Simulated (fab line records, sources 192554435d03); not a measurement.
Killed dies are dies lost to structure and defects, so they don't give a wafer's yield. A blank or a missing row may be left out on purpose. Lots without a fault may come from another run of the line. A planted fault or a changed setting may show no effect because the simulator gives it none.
Which tool did it? | flow n5_finfet | 12 lots, 36 wafers sampled, at 3 steps of a route of 1938

WHAT THE GAUGES READ, wafer by wafer
N5_PASSIVATION_CD_MEAS_30: target cd 4000 nm. Usual: cd_nm 4000.9 nm, standard deviation 1.6.
lot  | measured     | on        | cd_nm (nm)           | flag
L637 | day 13 22:32 | cd_sem-02 | 4003.4 4002.8 4001.2 |
L638 | day 13 01:21 | cd_sem-01 | 4001.1 4000.7 3998.7 |
L639 | day 13 17:37 | cd_sem-02 | 4000.5 3998.9 4001.0 |
L643 | day 14 21:48 | cd_sem-02 | 3999.7 4001.8 4001.0 |
L646 | day 15 05:31 | cd_sem-03 | 3998.7 4000.9 4000.8 |
L647 | day 15 22:47 | cd_sem-01 | 4001.5 4003.0 4001.8 |
L648 | day 16 23:49 | cd_sem-02 | 3999.8 4001.6 4003.3 |
L649 | day 17 02:57 | cd_sem-02 | 4000.7 3999.6 4002.0 |
L651 | day 16 03:50 | cd_sem-02 | 4005.7 4002.6 3999.4 |
L652 | day 17 03:07 | cd_sem-01 | 3999.2 4001.5 4002.0 |

WHICH TOOL RAN EACH LOT (tool, then ch and the chambers of the sampled wafers, then the start)
lot  | N5_DUMMY_GATE_CVD_03                       | N5_PASSIVATION_DESCUM_12
L637 | lpcvd-02 ch 1/75,1/79,1/84, day 3 03:33    | rie_diel-06 ch 0,3, day 13 21:04
L638 | lpcvd-01 ch 1/20,1/25,1/34, day 3 08:43    | rie_diel-06 ch 1,2,3, day 12 23:56
L639 | lpcvd-02 ch 0/100,0/104,0/114, day 3 15:20 | rie_diel-05 ch 1,3, day 13 16:07
L643 | lpcvd-01 ch 1/40,1/45,1/54, day 4 13:21    | rie_diel-02 ch 0,1,2, day 14 19:55
L646 | lpcvd-01 ch 0/40,0/45,0/64, day 5 08:40    | rie_diel-02 ch 0,2,3, day 15 03:46
L647 | lpcvd-01 ch 1/70,1/75,1/79, day 5 15:01    | rie_diel-02 ch 0,2,3, day 15 20:44
L648 | lpcvd-01 ch 0/20,0/25,0/29, day 5 19:40    | rie_diel-02 ch 1,2,3, day 16 22:22
L649 | lpcvd-01 ch 1/65,1/75,1/84, day 6 01:28    | rie_diel-02 ch 0,1,3, day 17 01:15
L651 | lpcvd-01 ch 1/40,1/45,1/54, day 6 14:16    | rie_diel-05 ch 0,1, day 16 02:03
L652 | lpcvd-02 ch 1/45,1/54,1/59, day 6 18:01    | rie_diel-05 ch 0,3, day 17 01:27
L653 | lpcvd-01 ch 0/40,0/45,0/50, day 7 00:54    | -
L654 | lpcvd-01 ch 1/15,1/20,1/29, day 7 07:35    | -
- N5_DUMMY_GATE_CVD_03: deposits a-Si from SiH4, target thk 150 nm, time 8042 s.
- N5_PASSIVATION_DESCUM_12: chemistry O2, time 7.9 s.

WHAT THE TOOLS THEMSELVES READ (means of the sampled wafers that have a number; where no wafer has one, the mark that the record gives instead)
N5_PASSIVATION_DESCUM_12. Usual: drypump_motor_current_A 6.1 A, standard deviation 0.5; oes_product_au 0.79 a.u., standard deviation 0.11; rf_vpp_V 242.8 V, standard deviation 1.3; showerhead_plenum_p_Torr 2.07 Torr, standard deviation 0.067; throttle_valve_pct 20.42 %, standard deviation 0.27.
lot  | tool        | drypump_motor_current_A (A) | oes_product_au (a.u.) | rf_vpp_V (V) | showerhead_plenum_p_Torr (Torr) | throttle_valve_pct (%) | flag
L637 | rie_diel-06 | 5.9                         | 0.76                  | 243.7        | 2.16                            | 20.57                  |
L638 | rie_diel-06 | 6.0                         | 0.72                  | 241.7        | 2.05                            | 20.54                  |
L639 | rie_diel-05 | 5.5                         | 0.68                  | 242.1        | 2.00                            | 20.62                  |
L643 | rie_diel-02 | 6.0                         | 0.79                  | 243.3        | 2.10                            | 20.52                  |
L646 | rie_diel-02 | 6.3                         | 0.80                  | 242.7        | 2.04                            | 20.58                  |
L647 | rie_diel-02 | 6.3                         | 0.80                  | 242.8        | 2.04                            | 20.58                  |
L648 | rie_diel-02 | 6.0                         | 0.78                  | 242.6        | 2.06                            | 20.50                  |
L649 | rie_diel-02 | 6.3                         | 0.71                  | 243.0        | 2.07                            | 20.71                  |
L651 | rie_diel-05 | 5.8                         | 0.78                  | 243.0        | 2.07                            | 20.24                  |
L652 | rie_diel-05 | 5.4                         | 0.91                  | 243.0        | 2.08                            | 20.16                  |

THE ANSWER, worked out from the rows above alone
Rule: a lot is off if the mean of its wafers that have a number lies more than 3 standard deviations from the usual mean. A lot without any number at a reading at which 4 lots or more have one is off too. The other lots that the step has rows for count as sound. The gauges are gone through in route order, then the tools' own readings, and for those a lot's mean is taken as printed above. The first step at which some lot is off is used, and at that step the reading that is off furthest; a lot without a number counts as furthest.
No lot is off at any reading shown: from this, nothing can be told.

WHAT THE SIMULATOR HAD PUT IN
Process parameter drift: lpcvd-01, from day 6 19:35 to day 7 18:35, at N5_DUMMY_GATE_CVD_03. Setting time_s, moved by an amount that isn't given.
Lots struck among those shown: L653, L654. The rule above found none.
